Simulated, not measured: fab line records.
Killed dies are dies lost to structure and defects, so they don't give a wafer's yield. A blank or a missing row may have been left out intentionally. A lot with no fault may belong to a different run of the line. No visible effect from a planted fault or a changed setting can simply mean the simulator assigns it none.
The same fault as seen by 2 desks    flow n5Finfet    what lay behind the numbers comes last; until then each desk has only its own

DESK OF THE TOOL OWNER: rieDiel-05
The tool's own readings at N5_BEOL_M14_ETCH_59 (etches BARC in N2/H2, target depth 89 nm, overetch 26.7 nm, time 67.9 s): means of the sampled wafers that have a number, for each lot that ran on this tool. Marked OUT: a lot whose mean sits more than 4 standard deviations from the usual mean, which makes it out of limits; the brackets give that distance.
Columns: A = drypumpMotorCurrentA at N5_BEOL_M14_ETCH_59, usual 5.8 A; B = oesProductAu at N5_BEOL_M14_ETCH_59, usual 0.69 a.u.; C = rfVppV at N5_BEOL_M14_ETCH_59, usual 522.6 V; D = runLengthS at N5_BEOL_M14_ETCH_59, usual 91.3 s; E = showerheadPlenumPTorr at N5_BEOL_M14_ETCH_59, usual 2.50 Torr; F = throttleValvePct at N5_BEOL_M14_ETCH_59, usual 17.91 %
lot   first seen here  A    B     C      D                E     F
L422  day 11 13:46     5.8  0.75  523.7  91.3             2.56  17.83
L421  day 11 19:51     5.9  0.75  524.7  91.3             2.56  17.82
L426  day 13 14:14     5.9  0.73  522.9  91.5             2.51  17.74
L428  day 13 14:59     5.7  0.77  522.4  91.6             2.48  17.65
L432  day 15 01:44     5.7  0.77  522.9  88.3 (-5.9) OUT  2.51  17.81
L438  day 16 09:19     5.3  0.76  521.9  87.7 (-7.2) OUT  2.47  17.79
Finding of this desk: L432, L438 out of limits; the first was L432 at day 15 01:44, on runLengthS at N5_BEOL_M14_ETCH_59. L422, L421, L426, L428: within limits.

THE DEFECT DESK
What the inspections along the route counted, lot by lot: means of the sampled wafers that have a number. Marked OUT: a lot whose mean sits more than 4 standard deviations from the usual mean, which makes it out of limits; the brackets give that distance.
Columns: A = rawDefectCount at N5_BEOL_M14_INSPECT_12, usual 2.0
lot   first seen here  A
L420  day 11 10:27     2.0
L422  day 11 13:42     2.0
L421  day 11 19:47     1.3
L427  day 13 06:08     4.0
L426  day 13 14:10     2.3
L428  day 13 14:36     2.3
L425  day 13 15:26     2.7
L432  day 15 01:01     2.3
L439  day 16 06:31     1.7
L438  day 16 09:11     4.3
L440  day 17 11:22     0.7
Finding of this desk: none of the 11 lots has anything out of limits.

PUT TOGETHER
The tool owner's desk could have raised an alarm at day 15 01:44, on L432, L438.
Nothing out of limits was seen by the defect desk.
The defect desk has L432, L438 on record, within its limits.
All the named lots went through N5_BEOL_M14_ETCH_59 on rieDiel-05.

WHAT THE SIMULATOR PUT IN
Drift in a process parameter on rieDiel-05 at N5_BEOL_M14_ETCH_59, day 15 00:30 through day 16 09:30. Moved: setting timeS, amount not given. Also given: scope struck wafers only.
Shown lots that were struck: L432, L438.
Each desk's first reading out of limits, in hours after the fault started: the tool owner's desk, 1.
